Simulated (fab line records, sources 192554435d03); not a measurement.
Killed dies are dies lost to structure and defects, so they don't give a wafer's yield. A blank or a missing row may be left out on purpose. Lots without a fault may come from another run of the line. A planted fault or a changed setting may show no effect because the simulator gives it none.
Split-lot experiment | flow n5_finfet | 7 lots, 39 wafers read, on a route of 1938 steps

THE SPLIT
At N5_MOL_CONTACT_COAG_EXPOSE_37 (exposes mask VD, defocus 0 nm), the setting dose_mj was moved away from the recipe's 62 on 12 of the 39 wafers read, by -5.4% to +6.6%. The other wafers ran this setting at the recipe's value.

FROM THE SPLIT TO THE READING: what the file shows between them, 2 steps
- N5_MOL_CONTACT_COAG_PEB_38: peb time 60 s
- N5_MOL_CONTACT_COAG_DEVELOP_39: develop time 30 s

THE READING
cd_nm, in nm, at N5_MOL_CONTACT_COAG_CD_MEAS_40 (target cd 25.1 nm). Fault-free wafers of this fab line usually give 25.04 nm, standard deviation 0.24 nm.

wafer  | tool, chamber at the split | dose_mj as run | against the recipe | cd_nm, nm | against lot-mates on the recipe
L076.1 | euv_scanner-02, 0          | 62             | recipe             | 25.05     | -
L076.2 | euv_scanner-02, 0          | 62             | recipe             | 25.33     | -
L076.3 | euv_scanner-02, 0          | 62             | recipe             | 25.00     | -
L076.4 | euv_scanner-02, 0          | 62             | recipe             | 25.07     | -
L076.5 | euv_scanner-02, 0          | 62             | recipe             | 25.26     | -
L076.6 | euv_scanner-02, 0          | 62             | recipe             | 25.38     | -
L079.1 | euv_scanner-02, 0          | 62             | recipe             | 24.82     | -
L079.5 | euv_scanner-02, 0          | 62             | recipe             | 25.41     | -
L079.6 | euv_scanner-02, 0          | 62             | recipe             | 24.77     | -
L086.1 | euv_scanner-01, 0          | 62             | recipe             | 24.81     | -
L086.2 | euv_scanner-01, 0          | 62             | recipe             | 24.67     | -
L086.3 | euv_scanner-01, 0          | 62             | recipe             | 24.78     | -
L086.4 | euv_scanner-01, 0          | 62             | recipe             | 24.98     | -
L086.5 | euv_scanner-01, 0          | 62             | recipe             | 24.87     | -
L086.6 | euv_scanner-01, 0          | 62             | recipe             | 24.66     | -
L087.1 | euv_scanner-01, 0          | 58.67          | -5.4%              | 24.04     | -0.73
L087.2 | euv_scanner-01, 0          | 62             | recipe             | 24.72     | -
L087.3 | euv_scanner-01, 0          | 62             | recipe             | 24.88     | -
L087.4 | euv_scanner-01, 0          | 62             | recipe             | 24.70     | -
L087.5 | euv_scanner-01, 0          | 58.67          | -5.4%              | 24.11     | -0.66
L087.6 | euv_scanner-01, 0          | 58.67          | -5.4%              | 23.98     | -0.79
L089.1 | euv_scanner-02, 0          | 62             | recipe             | 24.87     | -
L089.2 | euv_scanner-02, 0          | 66.07          | +6.6%              | 26.39     | +1.51
L089.3 | euv_scanner-02, 0          | 66.07          | +6.6%              | 26.48     | +1.60
L089.4 | euv_scanner-02, 0          | 66.07          | +6.6%              | 26.06     | +1.18
L089.5 | euv_scanner-02, 0          | 62             | recipe             | 24.71     | -
L089.6 | euv_scanner-02, 0          | 62             | recipe             | 25.05     | -
L091.1 | euv_scanner-02, 0          | 64.42          | +3.9%              | 26.18     | +0.96
L091.2 | euv_scanner-02, 0          | 64.42          | +3.9%              | 25.55     | +0.33
L091.3 | euv_scanner-02, 0          | 62             | recipe             | 25.43     | -
L091.4 | euv_scanner-02, 0          | 62             | recipe             | 25.09     | -
L091.5 | euv_scanner-02, 0          | 64.42          | +3.9%              | 26.00     | +0.78
L091.6 | euv_scanner-02, 0          | 62             | recipe             | 25.15     | -
L093.1 | euv_scanner-02, 0          | 62             | recipe             | 25.36     | -
L093.2 | euv_scanner-02, 0          | 62             | recipe             | 24.82     | -
L093.3 | euv_scanner-02, 0          | 64.58          | +4.2%              | 25.92     | +0.78
L093.4 | euv_scanner-02, 0          | 64.58          | +4.2%              | 26.26     | +1.12
L093.5 | euv_scanner-02, 0          | 64.58          | +4.2%              | 26.01     | +0.87
L093.6 | euv_scanner-02, 0          | 62             | recipe             | 25.23     | -

THE FIT
A straight line over all 39 wafers: cd_nm changes by +0.205 nm for each +1% of dose_mj; r = +0.92; the points scatter about the line by 0.24 nm.
The same after taking each lot's own level away (the mean of its wafers on the recipe; 39 wafers): +0.186 nm for each +1%; r = +0.93; scatter 0.2 nm.
On that fit, the largest move of dose_mj shifts the reading by 1.2 nm.
The lots' own levels span 24.767 to 25.223 nm, that is 1.9 times the standard deviation above.
So the lot-to-lot level changes the slope: the two fits differ.
Check: with one of the wafers moved furthest among these (+6.6%) left out of the fit, the line predicts +1.22 nm for it against its lot-mates. It came out at +1.51 nm against them.

OTHER SPLITS ON THESE WAFERS
These wafers also went through other splits before the reading. Each is held against what the fit with the lots' levels taken away leaves over:
other split on the same wafers             | wafers away from the commonest value | r with cd_nm (lot level and that fit taken away)
N5_DUMMY_GATE_ETCH_37 source_w             | 12                                   | +0.01
N5_DUMMY_GATE_ETCH_32 time_s               | 18                                   | -0.13
N5_MOL_CONTACT_COAG_IMPLANT_129 energy_kev | 15                                   | -0.02

THE FILE'S OWN FIT
cd_nm changes by +0.19 nm for each +1% of dose_mj, r = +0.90.
